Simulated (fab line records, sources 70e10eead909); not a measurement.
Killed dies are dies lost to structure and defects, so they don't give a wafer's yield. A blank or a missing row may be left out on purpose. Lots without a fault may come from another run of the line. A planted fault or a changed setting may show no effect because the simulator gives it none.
fab line records | flow nand_harc
record lots=24 wafers=72 last_day=34
route steps=1302 shown A_BLC@1121 A_M1@1182 A_BONDPAD@1216 THIN_TSV@1245
lots that met no fault: from a run of the same line without faults
start_h: hours from the record's first day to the start of the lot's first wafer shown | wait_h: hours since the lot's step before | " the same as in the row above | L1.1+2: a row that stands for several wafers | - no value, or no start given | * or withheld: withheld | < > ~ a bound
route shown NAME@n: a module of which the file shows steps, and the number in the route of the first | usual: mean/standard deviation of fault-free wafers | same: alike in all rows | chamber/n: place in a boat | sites: the reading at each site | _std_site: their standard deviation | _edge_site: outer sites' mean less inner sites' | radius_mm: how far each site lies from the wafer's centre | mask NAME#n: copy n | behind: the tool/chamber that last shaped the wafer | hold: why the lot was held/for how many hours/how that ended | device: the transistor (n, p or np) that didn't switch | end of line: the same wafers' tests at the end of the route | a step without rows: its recipe alone | killed: dies lost to structure and defects at the first sort, not the wafer's yield | map: a wafer's dies, x killed, . not, _ none there
set.NAME: the setting as run; set.NAME@STEP: as run at that earlier step | model.NAME: the simulator's own value behind a step, which no gauge read
steps of the route over a sample of lots; a table a step, a row a wafer
services: from which hour (start_h, from the record's first day; less than 0 if before it) a tool's chamber was out of use, for how many hours, and why
## steps
# step NHARC_A_BLC_ETCH_16
# recipe target_depth_a=390 over_etch_frac=0.3 time_s=65 ion_energy_ev=80 cf4_flow_sccm=150 ar_flow_sccm=0 rf_w=300 bias_w=100 chemistry=CF4
# usual drypump_motor_current_A=5.6/0.58 oes_product_au=1.001/0.01 rf_vpp_V=151.1/1.4 showerhead_plenum_p_Torr=1.74/0.083 throttle_valve_pct=13.283/0.0088
# same time_s=65
# columns lot.wafer tool chamber start_h wait_h drypump_motor_current_A oes_product_au rf_hours_counter_h rf_vpp_V showerhead_plenum_p_Torr throttle_valve_pct
L074.4 rie_diel-13 2 515.55 0.1 5.3 0.999 13 151.0 1.78 13.288
L074.6 " 0 " " 5.8 0.998 - 150.1 1.67 13.287
L074.5 " 1 " " 6.5 1.014 - 150.7 1.67 13.289
L076.2 rie_diel-09 2 527.72 0.1 6.4 1.008 2 152.0 1.84 13.294
L076.1 " 3 " " 5.0 0.996 2 150.4 1.66 13.288
L076.5 " 2 " " 6.3 1.015 - 153.2 1.84 13.288
L075.1 rie_diel-13 3 530.42 0.1 5.4 1.001 0 151.5 1.82 13.288
L075.6 " 2 " " 5.3 1.000 - 151.9 1.78 13.285
L075.5 " 3 " " 5.4 1.004 - 152.1 1.82 13.281
L078.3 rie_diel-09 2 539.93 0.1 6.3 0.998 3 153.7 1.84 13.279
L078.1 " 3 " " 5.0 0.995 3 150.7 1.66 13.279
L078.6 " 2 " " 6.3 1.008 - 152.1 1.84 13.270
L077.4 rie_diel-09 3 547.13 0.1 5.0 0.999 3 150.0 1.66 13.281
L077.1 " 1 " " 4.7 1.003 3 151.6 1.65 13.281
L077.6 " 0 " " 5.7 1.000 - 152.1 1.85 13.284
L079.1 rie_diel-09 2 548.75 0.1 6.3 1.016 4 153.6 1.84 13.278
L079.3 " 3 " " 5.0 0.999 4 149.4 1.66 13.273
L079.5 " 1 " " 4.7 0.995 - 150.9 1.65 13.282
L081.1 rie_diel-09 2 561.63 0.1 6.3 0.992 5 152.2 1.84 13.288
L081.3 " 0 " " 5.7 1.004 4 151.3 1.85 13.264
L081.5 " 2 " " 6.3 0.996 - 152.8 1.84 13.284
L080.3 rie_diel-13 2 567.41 0.1 5.3 0.992 3 150.0 1.77 13.268
L080.2 " 0 " " 5.8 1.022 3 149.3 1.66 13.279
L080.6 " 2 " " 5.3 0.991 - 152.9 1.77 13.281
L083.2 rie_diel-10 2 590.28 0.1 5.2 1.006 55 152.1 1.76 13.291
L083.4 " 3 " " 6.0 1.004 50 151.3 1.76 13.299
L083.1 " 0 " " 5.8 0.990 48 151.5 1.73 13.288
L082.4 rie_diel-13 2 600.43 0.1 5.3 0.990 7 152.9 1.77 13.271
L082.2 " 3 " " 5.4 1.001 7 153.3 1.81 13.282
L082.5 " 0 " " 5.8 1.012 - 149.3 1.66 13.282
L084.2 rie_diel-09 1 612.88 0.1 4.7 1.009 7 149.5 1.65 13.290
L084.6 " 1 " " 4.7 1.007 - 150.1 1.65 13.286
L084.5 " 2 " " 6.3 1.005 - 152.6 1.84 13.282
L085.3 rie_diel-10 0 614.02 0.1 5.8 0.995 1 151.7 1.73 13.274
L085.6 " 0 " " 5.8 0.989 - 150.3 1.73 13.284
L085.5 " 1 " " 5.6 0.993 - 153.2 1.89 13.265
L086.2 rie_diel-09 2 643.02 0.1 6.3 1.002 8 153.0 1.84 13.285
L086.5 " 1 " " 4.7 0.994 - 150.0 1.65 13.271
L086.6 " 2 " " 6.3 1.008 - 151.8 1.84 13.286
L087.1 rie_diel-13 3 643.78 0.1 5.4 1.002 10 152.2 1.81 13.278
L087.5 " 1 " " 6.5 1.027 - 149.2 1.67 13.296
L087.6 " 2 " " 5.3 1.003 - 150.4 1.77 13.278
L088.3 rie_diel-10 2 660.83 0.1 5.2 1.004 14 149.9 1.76 13.274
L088.6 " 1 " " 5.6 0.991 - 152.8 1.89 13.290
L088.5 " 2 " " 5.1 0.993 - 150.4 1.76 13.291
L091.1 rie_diel-09 3 664.59 0.1 5.0 0.996 11 149.9 1.65 13.275
L091.3 " 1 " " 4.7 0.999 10 150.1 1.65 13.292
L091.5 " 3 " " 5.0 0.994 - 150.5 1.65 13.272
L090.2 rie_diel-13 2 666.29 0.1 5.3 0.984 12 150.9 1.77 13.285
L090.1 " 0 " " 5.8 0.994 11 149.7 1.66 13.282
L090.6 " 2 " " 5.3 0.993 - 153.7 1.77 13.287
L089.3 rie_diel-09 3 672.64 0.1 5.0 0.998 11 148.7 1.65 13.262
L089.1 " 1 " " 4.7 1.005 10 151.2 1.65 13.277
L089.5 " 3 " " 5.0 0.995 - 150.5 1.65 13.280
L092.3 rie_diel-13 0 687.22 0.1 5.8 0.996 13 150.4 1.66 13.270
L092.2 " 2 " " 5.3 0.990 14 150.7 1.77 13.275
L092.4 " 3 " " 5.4 0.988 13 151.5 1.81 13.284
L095.1 rie_diel-09 2 713.38 0.1 6.3 1.004 2 150.9 1.84 13.280
L095.3 " 3 " " 5.0 0.979 2 150.2 1.65 13.283
L095.6 " 2 " " 6.3 1.001 - 151.3 1.84 13.292
L093.2 rie_diel-13 3 713.55 0.1 5.4 1.013 1 150.0 1.81 13.280
L093.6 " 1 " " 6.5 1.015 - 151.1 1.67 13.295
L093.5 " 2 " " 5.3 1.008 - 153.0 1.77 13.282
L094.2 rie_diel-09 2 718.65 0.1 6.3 0.993 3 152.1 1.84 13.280
L094.4 " 1 " " 4.7 1.007 2 150.1 1.65 13.264
L094.5 " 3 " " 5.0 0.981 - 149.2 1.65 13.295
L096.1 rie_diel-09 0 731.35 0.1 5.7 0.981 4 153.3 1.84 13.285
L096.3 " 1 " " 4.7 1.006 3 148.9 1.65 13.282
L096.2 " 3 " " 5.0 0.987 4 150.5 1.65 13.290
L097.2 rie_diel-13 2 771.42 0.1 5.3 1.003 5 151.7 1.77 13.287
L097.3 " 3 " " 5.4 1.003 6 151.5 1.81 13.290
L097.1 " 0 " " 5.8 0.999 5 149.8 1.66 13.290
# step NHARC_A_BLC_ETCH_18
# recipe target_depth_a=9100 c4f8_flow_sccm=20 o2_flow_sccm=10 ar_flow_sccm=withheld rf_w=600 bias_w=1500 chemistry=C4F8/O2/Ar
# usual oes_product_au=0.961/0.023 rf_vpp_V=976/6.8
# columns lot.wafer tool chamber start_h wait_h oes_product_au rf_hours_counter_h rf_vpp_V
L074.4 rie_diel-13 2 - - 0.963 13 980
L074.6 " 0 " " 0.985 - 969
L074.5 " 1 " " 0.997 - 971
L076.1 rie_diel-09 0 - - 0.979 1 986
L076.2 " 1 " " 0.993 2 967
L076.5 " 3 " " 0.958 - 968
L075.1 rie_diel-13 0 - - 0.975 0 968
L075.5 " 0 " " 0.972 - 970
L075.6 " 1 " " 0.976 - 971
L078.3 rie_diel-09 2 - - 0.984 3 984
L078.1 " 0 " " 0.955 2 984
L078.6 " 2 " " 0.984 - 984
L077.4 rie_diel-09 2 - - 0.962 4 984
L077.1 " 3 " " 0.951 4 968
L077.6 " 1 " " 0.983 - 967
L079.3 rie_diel-09 1 - - 0.961 4 968
L079.1 " 3 " " 0.962 4 969
L079.5 " 1 " " 0.958 - 968
L081.1 rie_diel-09 2 - - 0.967 5 985
L081.3 " 3 " " 0.970 5 970
L081.5 " 3 " " 0.978 - 970
L080.3 rie_diel-13 3 - - 0.959 3 982
L080.2 " 1 " " 0.999 4 971
L080.6 " 3 " " 0.964 - 982
L083.1 rie_diel-10 0 - - 0.919 48 975
L083.2 " 1 " " 0.943 53 988
L083.4 " 3 " " 0.940 51 977
L082.4 rie_diel-13 2 - - 0.973 7 980
L082.2 " 3 " " 0.960 7 983
L082.5 " 2 " " 0.968 - 980
L084.2 rie_diel-09 0 - - 0.918 8 984
L084.6 " 0 " " 0.916 - 985
L084.5 " 1 " " 0.916 - 969
L085.3 rie_diel-10 1 - - 0.943 1 988
L085.5 " 2 " " 0.959 - 977
L085.6 " 3 " " 0.984 - 977
L086.2 rie_diel-09 0 - - 0.940 9 983
L086.5 " 0 " " 0.942 - 984
L086.6 " 1 " " 0.989 - 967
L087.1 rie_diel-13 2 - - 0.953 10 978
L087.6 " 3 " " 0.959 - 982
L087.5 " 0 " " 0.992 - 969
L088.3 rie_diel-10 1 - - 0.922 14 987
L088.6 " 2 " " 0.922 - 977
L088.5 " 3 " " 0.938 - 977
L091.1 rie_diel-09 1 - - 0.977 10 969
L091.3 " 3 " " 0.956 11 968
L091.5 " 0 " " 0.959 - 985
L090.2 rie_diel-13 0 - - 0.992 11 969
L090.1 " 3 " " 0.975 12 982
L090.6 " 1 " " 1.002 - 970
L089.1 rie_diel-09 2 - - 0.963 10 982
L089.3 " 3 " " 0.917 11 969
L089.5 " 1 " " 0.919 - 969
L092.2 rie_diel-13 3 - - 0.978 13 981
L092.4 " 0 " " 0.984 13 971
L092.3 " 2 " " 0.962 14 979
L095.1 rie_diel-09 3 - - 0.946 3 970
L095.3 " 0 " " 0.959 2 984
L095.6 " 2 " " 0.971 - 984
L093.2 rie_diel-13 2 - - 0.993 1 978
L093.6 " 1 " " 0.991 - 970
L093.5 " 2 " " 0.991 - 979
L094.4 rie_diel-09 3 - - 0.930 4 969
L094.2 " 0 " " 0.961 3 983
L094.5 " 2 " " 0.963 - 984
L096.1 rie_diel-09 1 - - 0.939 4 968
L096.2 " 3 " " 0.921 4 969
L096.3 " 0 " " 0.905 4 984
L097.3 rie_diel-13 3 - - 0.966 6 982
L097.2 " 0 " " 0.970 6 970
L097.1 " 1 " " 0.986 5 971
# step NHARC_A_M1_DESCUM_14
# recipe time_s=3 o2_flow_sccm=200 ar_flow_sccm=0 bias_power_w=0 chemistry=O2
# usual drypump_motor_current_A=5.5/0.63 oes_product_au=1.000/0.0089 rf_vpp_V=57.7/0.93 showerhead_plenum_p_Torr=1.90/0.09 throttle_valve_pct=11.311/0.01
# same time_s=3
# columns lot.wafer tool chamber start_h wait_h drypump_motor_current_A oes_product_au rf_hours_counter_h rf_vpp_V showerhead_plenum_p_Torr throttle_valve_pct
L074.4 rie_diel-07 1 523.45 0.1 5.3 0.993 2.0 57.5 1.80 11.322
L074.6 " 2 " " 5.5 0.999 - 58.5 2.05 11.319
L074.5 " 3 " " 6.2 1.007 - 56.7 1.81 11.300
L076.2 rie_diel-07 1 535.62 0.1 5.3 0.985 3.7 57.5 1.80 11.309
L076.1 " 3 " " 6.2 0.991 2.8 57.0 1.81 11.313
L076.5 " 2 " " 5.4 1.000 - 57.3 2.05 11.313
L075.1 rie_diel-02 1 538.41 0.1 5.9 1.014 4.7 55.5 1.86 11.322
L075.5 " 3 " " 5.4 0.991 - 57.7 1.82 11.308
L075.6 " 0 " " 6.3 1.003 - 57.9 1.97 11.293
L078.3 rie_diel-02 2 548.24 0.1 5.1 1.003 5.2 57.1 1.90 11.306
L078.1 " 0 " " 6.3 1.012 4.8 57.9 1.97 11.326
L078.6 " 2 " " 5.0 1.013 - 57.8 1.90 11.332
L077.1 rie_diel-02 0 555.16 0.1 6.3 1.010 5.3 58.9 1.97 11.320
L077.4 " 2 " " 5.0 0.998 5.8 57.4 1.89 11.297
L077.6 " 0 " " 6.3 1.003 - 57.6 1.97 11.293
L079.3 rie_diel-07 3 556.67 0.1 6.2 0.997 4.0 57.2 1.81 11.314
L079.1 " 1 " " 5.2 0.995 5.4 56.7 1.79 11.308
L079.5 " 3 " " 6.2 1.007 - 57.6 1.81 11.320
L081.3 rie_diel-04 3 569.95 0.1 4.7 1.007 1.5 57.0 1.98 11.321
L081.1 " 0 " " 5.9 0.998 1.1 56.4 1.82 11.318
L081.5 " 2 " " 4.7 1.001 - 57.6 1.84 11.307
L080.3 rie_diel-07 3 575.30 0.1 6.2 1.012 5.2 56.9 1.81 11.317
L080.2 " 1 " " 5.3 1.009 7.0 57.1 1.79 11.314
L080.6 " 3 " " 6.2 1.005 - 57.1 1.81 11.311
L083.1 rie_diel-07 3 598.57 0.1 6.2 1.011 5.6 58.1 1.81 11.315
L083.4 " 0 " " 6.5 1.002 6.6 58.9 1.99 11.321
L083.2 " 1 " " 5.2 0.991 7.4 57.6 1.79 11.315
L082.4 rie_diel-02 3 608.60 0.1 5.4 0.990 0.7 56.5 1.82 11.307
L082.2 " 0 " " 6.3 1.012 0.7 57.7 1.97 11.315
L082.5 " 2 " " 5.1 1.013 - 57.0 1.89 11.309
L084.2 rie_diel-07 2 620.94 0.1 5.4 0.996 7.6 59.7 2.05 11.321
L084.5 " 2 " " 5.4 0.997 - 57.9 2.05 11.300
L084.6 " 3 " " 6.2 1.000 - 57.4 1.81 11.310
L085.3 rie_diel-07 1 621.94 0.1 5.3 1.000 8.8 58.7 1.79 11.304
L085.6 " 0 " " 6.5 0.994 - 57.7 1.99 11.314
L085.5 " 1 " " 5.3 1.002 - 56.3 1.79 11.291
L086.2 rie_diel-04 3 651.33 0.1 4.7 1.005 5.1 58.3 1.98 11.305
L086.5 " 2 " " 4.7 0.999 - 58.5 1.84 11.311
L086.6 " 3 " " 4.7 1.008 - 57.7 1.98 11.307
L087.1 rie_diel-04 0 651.90 0.1 5.9 0.989 4.6 58.5 1.82 11.316
L087.6 " 2 " " 4.7 1.000 - 57.1 1.84 11.310
L087.5 " 3 " " 4.7 1.003 - 58.2 1.98 11.315
L088.3 rie_diel-02 3 668.57 0.1 5.4 0.988 3.1 59.5 1.82 11.323
L088.5 " 2 " " 5.0 1.007 - 57.6 1.89 11.319
L088.6 " 3 " " 5.4 0.986 - 59.5 1.82 11.316
L091.1 rie_diel-02 1 672.61 0.1 5.9 0.998 3.0 56.9 1.86 11.321
L091.3 " 2 " " 5.1 1.016 2.4 56.8 1.89 11.331
L091.5 " 1 " " 5.9 0.993 - 56.9 1.86 11.320
L090.2 rie_diel-04 2 674.14 0.1 4.7 1.000 5.8 58.6 1.84 11.302
L090.1 " 3 " " 4.6 1.006 6.6 57.0 1.98 11.316
L090.6 " 1 " " 4.8 1.001 - 59.1 2.04 11.307
L089.1 rie_diel-04 0 680.74 0.1 5.9 0.984 6.0 57.9 1.82 11.299
L089.3 " 1 " " 4.8 0.982 6.3 60.1 2.04 11.301
L089.5 " 0 " " 5.9 0.982 - 58.0 1.82 11.309
L092.2 rie_diel-07 1 695.13 0.1 5.3 0.991 2.0 57.1 1.79 11.305
L092.4 " 2 " " 5.5 0.997 1.9 58.3 2.05 11.312
L092.3 " 3 " " 6.2 1.000 2.2 56.2 1.81 11.323
L095.3 rie_diel-04 2 721.45 0.1 4.7 1.005 0 56.6 1.84 11.305
L095.1 " 0 " " 5.9 1.001 0 57.0 1.82 11.299
L095.6 " 2 " " 4.6 1.007 - 56.5 1.84 11.305
L093.2 rie_diel-02 0 721.82 0.1 6.3 1.004 4.0 58.5 1.97 11.314
L093.6 " 1 " " 5.9 0.986 - 58.1 1.86 11.300
L093.5 " 2 " " 5.0 1.013 - 57.1 1.89 11.283
L094.2 rie_diel-04 1 726.66 0.1 4.8 0.999 0.6 57.7 2.04 11.298
L094.4 " 3 " " 4.7 0.988 0.4 59.1 1.98 11.312
L094.5 " 1 " " 4.8 0.995 - 58.2 2.04 11.306
L096.3 rie_diel-04 3 739.70 0.1 4.7 0.990 0.8 57.5 1.98 11.301
L096.2 " 1 " " 4.8 0.994 1.2 57.7 2.04 11.320
L096.1 " 2 " " 4.7 1.003 1.1 57.5 1.84 11.322
L097.3 rie_diel-04 0 779.32 0.1 5.9 0.998 1.8 57.3 1.82 11.310
L097.1 " 2 " " 4.7 1.002 1.9 56.2 1.84 11.320
L097.2 " 3 " " 4.7 0.983 1.7 57.5 1.98 11.311
# step NHARC_A_BONDPAD_OVL_MEAS_35
# usual overlay_x_nm=1/5.5 overlay_y_nm=1/6.8
# columns lot.wafer tool chamber start_h wait_h overlay_x_nm overlay_y_nm
L074.4 overlay-02 - 527.91 - -1 2
L074.5 " - " " 0 2
L074.6 " - " " -1 2
L076.1 overlay-02 - 540.34 - -6 -2
L076.2 " - " " -6 -2
L076.5 " - " " -6 -2
L075.1 overlay-02 - 543.60 - 1 1
L075.5 " - " " 1 1
L075.6 " - " " 1 1
L078.1 overlay-02 - 552.70 - -5 10
L078.3 " - " " -5 10
L078.6 " - " " -5 10
L077.1 overlay-01 - 559.76 - -3 2
L077.4 " - " " -3 3
L077.6 " - " " -3 2
L079.1 overlay-02 - 561.24 - 4 -7
L079.3 " - " " 4 -8
L079.5 " - " " 4 -7
L081.1 overlay-02 - 574.52 - -8 -8
L081.3 " - " " -8 -8
L081.5 " - " " -8 -8
L080.2 overlay-02 - 579.87 - 0 9
L080.3 " - " " 0 9
L080.6 " - " " 0 9
L083.1 overlay-02 - 603.29 - 4 10
L083.2 " - " " 3 10
L083.4 " - " " 4 10
L082.2 overlay-02 - 613.92 - 5 5
L082.4 " - " " 5 5
L082.5 " - " " 5 6
L084.2 overlay-01 - 625.59 - 2 -9
L084.5 " - " " 1 -10
L084.6 " - " " 1 -9
L085.3 overlay-01 - 626.61 - 1 8
L085.5 " - " " 2 8
L085.6 " - " " 1 7
L086.2 overlay-01 - 655.95 - -5 -6
L086.5 " - " " -5 -6
L086.6 " - " " -5 -6
L087.1 overlay-02 - 656.63 - 0 3
L087.5 " - " " 0 3
L087.6 " - " " 0 3
L088.3 overlay-02 - 673.00 - 11 14
L088.5 " - " " 11 14
L088.6 " - " " 11 15
L091.1 overlay-02 - 677.36 - 6 -5
L091.3 " - " " 7 -5
L091.5 " - " " 6 -4
L090.1 overlay-02 - 678.74 - 14 -8
L090.2 " - " " 14 -8
L090.6 " - " " 14 -9
L089.1 overlay-02 - 685.40 - -8 4
L089.3 " - " " -8 3
L089.5 " - " " -8 4
L092.2 overlay-01 - 699.58 - 8 -3
L092.3 " - " " 8 -3
L092.4 " - " " 8 -3
L095.1 overlay-01 - 726.03 - 0 5
L095.3 " - " " 0 5
L095.6 " - " " 1 5
L093.2 overlay-02 - 726.41 - -2 -4
L093.5 " - " " -2 -5
L093.6 " - " " -2 -4
L094.2 overlay-01 - 731.33 - 7 -8
L094.4 " - " " 6 -8
L094.5 " - " " 6 -8
L096.1 overlay-01 - 744.16 - -3 0
L096.2 " - " " -3 0
L096.3 " - " " -3 0
L097.1 overlay-01 - 784.01 - 1 9
L097.2 " - " " 1 9
L097.3 " - " " 1 9
# step NHARC_A_BONDPAD_CMP_19
# recipe t_overpolish_s=30 cu_recess_touch_s=16 target_thk_nm=169.82
# usual motor_current_A=11.9/0.97 overpolish_run_s=30.001/0.0087
# same cu_recess_touch_s=16
# columns lot.wafer tool chamber start_h wait_h motor_current_A overpolish_run_s
L074.4 cmp-01 2 530.18 - 10.8 29.993
L074.6 " 3 " " 11.8 30.018
L074.5 " 0 " " 13.0 30.003
L076.2 cmp-04 1 542.83 - 11.1 30.006
L076.1 " 3 " " 11.1 30.012
L076.5 " 1 " " 11.2 30.009
L075.1 cmp-04 0 545.78 - 10.8 30.004
L075.6 " 3 " " 11.3 29.990
L075.5 " 0 " " 11.1 29.999
L078.3 cmp-01 3 555.05 - 12.1 30.011
L078.1 " 0 " " 12.2 30.002
L078.6 " 2 " " 10.3 29.998
L077.1 cmp-04 2 561.94 - 13.3 30.005
L077.4 " 3 " " 11.5 29.989
L077.6 " 1 " " 12.4 29.995
L079.1 cmp-04 0 563.42 - 10.6 29.988
L079.3 " 2 " " 13.5 30.007
L079.5 " 0 " " 11.0 30.014
L081.3 cmp-04 0 576.70 - 10.2 30.007
L081.1 " 2 " " 12.9 30.008
L081.5 " 3 " " 10.7 29.993
L080.3 cmp-01 0 582.04 - 12.2 29.993
L080.2 " 1 " " 12.9 30.004
L080.6 " 3 " " 11.7 29.996
L083.1 cmp-01 1 605.51 - 11.6 30.002
L083.4 " 3 " " 12.5 29.993
L083.2 " 0 " " 12.5 29.991
L082.2 cmp-04 1 616.22 - 11.4 29.997
L082.4 " 2 " " 12.4 30.008
L082.5 " 0 " " 10.8 29.998
L084.2 cmp-04 1 627.76 - 11.0 29.997
L084.6 " 0 " " 12.0 29.993
L084.5 " 1 " " 12.0 30.006
L085.3 cmp-04 1 628.88 - 10.9 29.993
L085.5 " 3 " " 10.5 29.982
L085.6 " 0 " " 11.2 29.987
L086.2 cmp-02 1 658.15 - 11.6 30.016
L086.6 " 0 " " 12.0 30.016
L086.5 " 1 " " 11.9 30.002
L087.1 cmp-04 3 658.88 - 11.0 30.018
L087.6 " 0 " " 11.1 29.995
L087.5 " 1 " " 12.0 30.018
L088.3 cmp-01 0 675.25 - 13.0 29.984
L088.5 " 3 " " 11.6 30.010
L088.6 " 0 " " 12.1 30.000
L091.3 cmp-01 1 679.52 - 11.8 30.005
L091.1 " 3 " " 12.0 29.990
L091.5 " 1 " " 12.1 30.011
L090.2 cmp-01 3 680.88 - 11.3 30.014
L090.1 " 1 " " 11.7 30.000
L090.6 " 3 " " 11.5 30.007
L089.3 cmp-02 1 687.65 - 12.7 30.008
L089.1 " 0 " " 13.3 30.003
L089.5 " 2 " " 12.0 30.007
L092.2 cmp-02 1 701.75 - 12.1 30.006
L092.4 " 2 " " 11.5 30.007
L092.3 " 3 " " 13.9 30.003
L095.1 cmp-01 3 728.51 - 12.2 30.007
L095.3 " 1 " " 11.6 29.984
L095.6 " 3 " " 11.5 29.998
L093.2 cmp-02 3 728.89 - 14.7 29.995
L093.5 " 0 " " 12.9 30.012
L093.6 " 1 " " 12.2 29.999
L094.2 cmp-02 3 733.50 - 13.8 30.013
L094.4 " 1 " " 12.2 29.990
L094.5 " 3 " " 14.8 29.992
L096.1 cmp-04 1 746.45 - 11.8 30.008
L096.2 " 2 " " 13.3 30.006
L096.3 " 3 " " 10.8 29.993
L097.3 cmp-02 2 786.18 - 11.6 29.999
L097.2 " 3 " " 15.0 30.012
L097.1 " 1 " " 12.4 30.012
# step NHARC_THIN_TSV_CMP_01
# recipe target_thk_um=3
# usual motor_current_A=12.5/1
# columns lot.wafer tool chamber start_h wait_h motor_current_A
L074.4 cmp-01 2 540.63 0.4 11.2
L074.5 " 2 " " 11.0
L074.6 " 3 " " 11.7
L075.1 cmp-01 2 554.33 1.1 11.1
L075.5 " 3 " " 11.5
L075.6 " 0 " " 12.3
L076.1 cmp-01 1 555.47 1.0 11.7
L076.2 " 2 " " 11.1
L076.5 " 2 " " 10.6
L078.3 cmp-02 3 568.65 0.6 14.0
L078.1 " 0 " " 13.5
L078.6 " 2 " " 11.8
L077.4 cmp-02 3 576.45 0.4 14.5
L077.1 " 1 " " 12.8
L077.6 " 3 " " 14.4
L079.1 cmp-02 2 577.66 1.0 11.6
L079.3 " 1 " " 12.2
L079.5 " 2 " " 12.1
L081.1 cmp-02 1 589.53 1.1 11.5
L081.3 " 2 " " 12.0
L081.5 " 3 " " 14.2
L080.3 cmp-02 0 593.82 0.6 12.6
L080.2 " 1 " " 12.4
L080.6 " 1 " " 12.8
L083.4 cmp-01 3 620.16 0.5 11.6
L083.2 " 0 " " 12.0
L083.1 " 1 " " 12.1
L082.4 cmp-03 2 629.13 0.5 11.6
L082.2 " 0 " " 13.4
L082.5 " 1 " " 12.7
L084.2 cmp-02 1 641.64 0.8 13.3
L084.5 " 1 " " 12.5
L084.6 " 2 " " 11.9
L085.3 cmp-01 2 642.84 0.6 11.0
L085.5 " 2 " " 11.1
L085.6 " 3 " " 11.5
L086.2 cmp-01 3 671.81 0.8 12.1
L086.6 " 3 " " 12.2
L086.5 " 0 " " 13.1
L087.1 cmp-02 3 673.06 1.1 14.6
L087.5 " 2 " " 11.0
L087.6 " 3 " " 14.5
L088.3 cmp-03 0 687.09 0.7 13.1
L088.5 " 2 " " 12.0
L088.6 " 3 " " 11.7
L091.3 cmp-03 3 690.75 0.7 12.2
L091.1 " 0 " " 12.9
L091.5 " 2 " " 11.5
L090.1 cmp-03 2 691.90 1.0 11.8
L090.2 " 1 " " 12.3
L090.6 " 2 " " 11.6
L089.3 cmp-03 2 699.11 0.7 11.4
L089.1 " 0 " " 13.0
L089.5 " 2 " " 12.3
L092.3 cmp-02 3 714.35 0.6 14.3
L092.2 " 0 " " 12.8
L092.4 " 1 " " 12.5
L095.1 cmp-02 2 745.21 1.0 12.2
L095.3 " 3 " " 14.4
L095.6 " 2 " " 12.0
L093.2 cmp-01 0 746.46 0.9 12.5
L093.5 " 2 " " 10.7
L093.6 " 3 " " 11.8
L094.4 cmp-02 0 747.64 0.5 13.2
L094.2 " 1 " " 12.1
L094.5 " 0 " " 12.7
L096.1 cmp-02 2 763.53 1.0 11.9
L096.2 " 0 " " 12.8
L096.3 " 1 " " 12.4
L097.3 cmp-01 0 797.91 0.7 12.8
L097.2 " 1 " " 12.2
L097.1 " 2 " " 11.0
## services
# columns tool chamber start_h hours kind
rie_diel-09 - 497.10 9.0 pm
cmp-01 - 506.50 1.2 repair
cmp-01 - 512.11 4.0 pm
cmp-01 - 517.26 0.3 repair
rie_diel-13 - 519.21 9.0 pm
rie_diel-09 - 543.61 0.3 repair
cmp-01 - 548.30 1.0 repair
cmp-01 - 566.77 5.5 repair
cmp-02 - 579.77 4.0 pm
rie_diel-09 2 580.55 15.0 repair
rie_diel-09 0 632.13 6.3 repair
rie_diel-09 2 634.15 4.1 repair
rie_diel-13 3 653.03 5.3 repair
rie_diel-09 - 674.10 9.0 pm
cmp-02 - 674.45 3.0 repair
cmp-02 - 677.77 4.0 pm
rie_diel-13 - 696.21 9.0 pm
cmp-02 - 715.87 1.5 repair
rie_diel-09 - 717.68 0.3 repair
cmp-02 - 757.23 3.6 repair
cmp-02 - 775.77 4.0 pm
rie_diel-13 0 783.16 7.7 repair
rie_diel-13 2 788.44 10.1 repair
rie_diel-13 0 796.45 6.2 repair
## key
fault none
